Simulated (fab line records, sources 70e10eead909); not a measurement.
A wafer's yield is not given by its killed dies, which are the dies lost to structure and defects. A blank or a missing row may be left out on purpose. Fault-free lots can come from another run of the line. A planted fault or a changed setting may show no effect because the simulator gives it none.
What tool caused it?	flow nand harc	45 wafers from 15 lots sampled at 4 of the route's 1302 steps

== WHAT THE GAUGES SHOWED, per wafer ==
NHARC_P_STI_CD_MEAS_09 targets a cd of 200 nm. Usual: cd nm reads 198.0 nm (standard deviation 1.9).
lot	measured	on	cd nm (nm)	flag
L407	day 3 16:19	cd sem-01	198.5 197.6 196.1	
L408	day 4 00:42	cd sem-02	197.1 198.5 199.1	
L411	day 5 09:25	cd sem-02	198.9 201.6 199.0	
L412	day 5 17:29	cd sem-03	199.8 196.5 198.5	
L414	day 6 17:18	cd sem-02	196.4 196.5 194.1	
L417	day 7 21:11	cd sem-02	198.6 198.9 200.8	
L423	day 10 06:52	cd sem-02	196.0 202.0 200.7	
L424	day 10 16:59	cd sem-03	200.2 200.3 200.6	
L425	day 11 03:32	cd sem-02	197.3 199.2 200.4	
L426	day 11 13:43	cd sem-01	198.1 198.3 199.8	
L427	day 11 22:41	cd sem-02	197.6 196.2 198.5	
L428	day 12 10:53	cd sem-03	200.7 199.6 198.4	

NHARC_P_STI_INSPECT_11. Usual: raw defect count reads 5.3 (standard deviation 2.6).
lot	measured	on	raw defect count	flag
L407	day 3 16:26	defect inspect-01	3 3 3	
L408	day 4 00:50	defect inspect-01	1 5 9	
L411	day 5 09:33	defect inspect-02	6 4 6	
L412	day 5 17:37	defect inspect-01	10 11 4	
L414	day 6 17:25	defect inspect-02	11 7 1	
L417	day 7 21:18	defect inspect-01	5 4 4	
L423	day 10 06:59	defect inspect-02	8 6 7	
L424	day 10 17:07	defect inspect-02	5 2 3	
L425	day 11 03:40	defect inspect-01	5 7 6	
L426	day 11 13:51	defect inspect-01	9 9 5	
L427	day 11 22:48	defect inspect-02	6 2 6	
L428	day 12 11:00	defect inspect-01	6 4 5	

== WHICH TOOL RAN EACH LOT (tool, then ch and the chambers of the sampled wafers, then the start) ==
lot	NHARC_P_ZERO_WELL_DESCUM_13	NHARC_P_ZERO_WELL_IMPLANT_60
L407	rie diel-10 ch 0,2,3, day 2 17:16	implanter-02 ch 0, day 2 20:51
L408	rie diel-03 ch 1,2,3, day 3 03:16	implanter-02 ch 0, day 3 06:49
L411	rie diel-03 ch 0,1,3, day 4 09:23	implanter-02 ch 0, day 4 12:52
L412	rie diel-09 ch 1,2, day 4 19:23	implanter-02 ch 0, day 4 23:22
L414	rie diel-10 ch 0,2,3, day 5 15:47	implanter-02 ch 0, day 5 19:17
L417	rie diel-10 ch 0,1,3, day 6 21:26	implanter-01 ch 0, day 7 00:39
L418	rie diel-03 ch 0,1,2, day 7 07:25	implanter-01, day 7 10:59
L419	rie diel-10 ch 2,3, day 7 17:24	implanter-02, day 7 20:55
L420	rie diel-03 ch 0,2, day 8 03:26	implanter-02, day 8 09:41
L423	rie diel-09 ch 2,3, day 9 09:24	implanter-01 ch 0, day 9 12:53
L424	rie diel-09 ch 2,3, day 9 19:16	implanter-02 ch 0, day 9 22:43
L425	rie diel-10 ch 0,1, day 10 05:49	implanter-01 ch 0, day 10 09:59
L426	rie diel-03 ch 1,2, day 10 15:17	implanter-02 ch 0, day 10 18:53
L427	rie diel-03 ch 1,2, day 11 01:20	implanter-01 ch 0, day 11 04:43
L428	rie diel-09 ch 0,1, day 11 11:16	implanter-01 ch 0, day 11 14:43
- NHARC_P_ZERO_WELL_DESCUM_13: chemistry O2, time 3 s.
- NHARC_P_ZERO_WELL_IMPLANT_60

== AS READ BY THE TOOLS THEMSELVES (means over the sampled wafers that have a number; for cases with no such wafer, the mark the record gives instead) ==
NHARC_P_ZERO_WELL_DESCUM_13. Usual: drypump motor current A 5.7 A, standard deviation 0.46; oes product au 0.995 a.u., standard deviation 0.0093; rf vpp V 57.9 V, standard deviation 0.87; showerhead plenum p Torr 1.94 Torr, standard deviation 0.078; throttle valve pct 11.311 %, standard deviation 0.0087.
lot	tool	drypump motor current A (A)	oes product au (a.u.)	rf vpp V (V)	showerhead plenum p Torr (Torr)	throttle valve pct (%)	flag
L407	rie diel-10	5.4	0.995	58.3	1.89	11.311	
L408	rie diel-03	5.7	0.999	58.5	1.97	11.316	
L411	rie diel-03	5.8	0.995	57.5	1.91	11.314	
L412	rie diel-09	5.5	1.001	58.5	1.93	11.308	
L414	rie diel-10	5.4	0.998	58.9	1.98	11.313	
L417	rie diel-10	5.5	0.995	57.4	1.94	11.320	
L418	rie diel-03	5.7	1.011	58.0	1.90	11.302	
L419	rie diel-10	5.6	0.982	57.3	2.02	11.310	
L420	rie diel-03	5.7	1.001	57.8	1.89	11.308	
L423	rie diel-09	5.3	0.989	57.0	1.91	11.309	
L424	rie diel-09	5.3	0.993	56.8	1.91	11.307	
L425	rie diel-10	6.1	0.988	57.4	1.93	11.315	
L426	rie diel-03	5.5	0.998	58.4	1.95	11.317	
L427	rie diel-03	5.6	0.999	58.0	1.90	11.307	
L428	rie diel-09	5.7	1.004	57.7	1.97	11.321	

NHARC_P_ZERO_WELL_IMPLANT_60. Usual: beam energy keV 30.000, standard deviation 0.0093; beam on s 10.01 s, standard deviation 0.21; tilt deg 7.004 degrees, standard deviation 0.021.
lot	tool	beam energy keV	beam on s (s)	tilt deg (degrees)	flag
L407	implanter-02	29.992	9.96	6.998	
L408	implanter-02	30.012	10.07	6.988	
L411	implanter-02	30.003	10.01	7.016	
L412	implanter-02	29.996	9.95	6.974	
L414	implanter-02	29.995	9.94	6.966	
L417	implanter-01	30.009	9.93	7.009	
L418	implanter-01	-	-	-	OFF
L419	implanter-02	-	-	-	OFF
L420	implanter-02	-	-	-	OFF
L423	implanter-01	30.001	9.85	7.005	
L424	implanter-02	30.010	10.28	6.995	
L425	implanter-01	29.995	10.19	7.001	
L426	implanter-02	29.991	9.88	6.985	
L427	implanter-01	29.991	10.09	7.002	
L428	implanter-01	29.997	10.04	7.005	

== THE ANSWER, worked out from the rows above alone ==
Rule: a lot counts as off when the mean over its wafers that have a number is more than 3 standard deviations away from the usual mean. Also off: a lot with no number at a reading for which 4 or more lots have one. The other lots that the step has rows for count as sound. Order of review: gauges by route order, followed by the tools' own readings, for which a lot's mean as printed above is used. At the first step where some lot is off, the reading lying furthest off is the one used; lots without a number count as furthest.
Off at NHARC_P_ZERO_WELL_IMPLANT_60 (beam energy keV): L418, L419, L420. Without a number there: L418, L419, L420.
A tool fits if, at that step or a process step before it, it ran every lot that is off, and no sound lot after the first of them. None of those tried fits.

== WHAT THE SIMULATOR PUT IN ==
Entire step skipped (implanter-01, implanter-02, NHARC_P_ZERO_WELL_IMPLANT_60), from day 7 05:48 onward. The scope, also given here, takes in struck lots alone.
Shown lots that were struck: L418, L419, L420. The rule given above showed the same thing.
